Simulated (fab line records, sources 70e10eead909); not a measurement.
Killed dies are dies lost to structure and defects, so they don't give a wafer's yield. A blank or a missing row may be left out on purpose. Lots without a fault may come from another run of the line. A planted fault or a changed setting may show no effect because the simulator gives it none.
Chamber matching | flow nand_harc | NHARC_A_CONTACT_ETCH_91 on rie_diel-11: 4 sister chambers
The step etches the open film in CH3F/O2, target depth 40 nm, time 85.7 s. 18 wafers are shown with their chamber, then 9 later ones without.

WAFERS WITH THEIR CHAMBER
wafer  | chamber | showerhead_plenum_p_Torr (Torr) | drypump_motor_current_A (A) | rf_vpp_V (V)
L573.3 | 0       | 2.27                            | 5.6                         | 242.6
L573.5 | 3       | 2.40                            | 5.7                         | 241.9
L573.6 | 0       | 2.27                            | 5.6                         | 241.2
L583.2 | 0       | 2.27                            | 5.6                         | 240.7
L583.5 | 1       | 2.53                            | 5.1                         | 246.9
L583.6 | 0       | 2.27                            | 5.6                         | 241.8
L587.1 | 2       | 2.57                            | 5.9                         | 244.8
L587.3 | 3       | 2.39                            | 5.7                         | 243.1
L587.5 | 2       | 2.57                            | 5.8                         | 247.0
L589.1 | 1       | 2.53                            | 5.1                         | 244.1
L589.3 | 3       | 2.39                            | 5.7                         | 244.5
L589.4 | 2       | 2.57                            | 5.8                         | 246.9
L591.1 | 2       | 2.57                            | 5.8                         | 246.1
L591.2 | 1       | 2.53                            | 5.1                         | 247.1
L591.5 | 0       | 2.27                            | 5.6                         | 242.0
L593.1 | 0       | 2.27                            | 5.6                         | 242.3
L593.4 | 3       | 2.39                            | 5.7                         | 242.7
L593.6 | 2       | 2.57                            | 5.8                         | 245.7

SIGNATURES (means of the wafers above)
reading                  | chamber 0 | chamber 1 | chamber 2 | chamber 3 | scatter within a chamber
showerhead_plenum_p_Torr | 2.2700    | 2.5300    | 2.5700    | 2.3925    | 0.00231
drypump_motor_current_A  | 5.600     | 5.100     | 5.820     | 5.700     | 0.0239
rf_vpp_V                 | 241.767   | 246.033   | 246.100   | 243.050   | 1.03
Rule: a wafer's distance from a chamber is the root of the sum, over the readings, of the square of ((its reading less the chamber's mean) divided by the reading's scatter). The wafer belongs to the nearest chamber; if the next one is less than 2 further off, it can't be placed. The scatter: the root of (the sum of the squares of (reading less its chamber's mean) over the shown wafers, divided by (wafers less chambers)).

WAFERS WITHOUT THEIR CHAMBER
wafer  | showerhead_plenum_p_Torr (Torr) | drypump_motor_current_A (A) | rf_vpp_V (V)
L592.3 | 2.39                            | 5.7                         | 243.9
L592.5 | 2.39                            | 5.7                         | 242.7
L592.6 | 2.27                            | 5.6                         | 241.9
L590.1 | 2.53                            | 5.1                         | 245.5
L590.4 | 2.27                            | 5.6                         | 241.2
L590.6 | 2.39                            | 5.6                         | 243.0
L594.3 | 2.57                            | 5.8                         | 244.9
L594.4 | 2.26                            | 5.6                         | 241.3
L594.5 | 2.53                            | 5.0                         | 245.0

WHICH CHAMBER EACH WENT THROUGH
wafer  | from the rows above | in truth
L592.3 | 3                   | 3
L592.5 | 3                   | 3
L592.6 | 0                   | 0
L590.1 | 1                   | 1
L590.4 | 0                   | 0
L590.6 | 3                   | 3
L594.3 | 2                   | 2
L594.4 | 0                   | 0
L594.5 | 1                   | 1
Placed correctly: 9 of 9. Can't be placed from these rows: 0. Placed wrongly: 0.
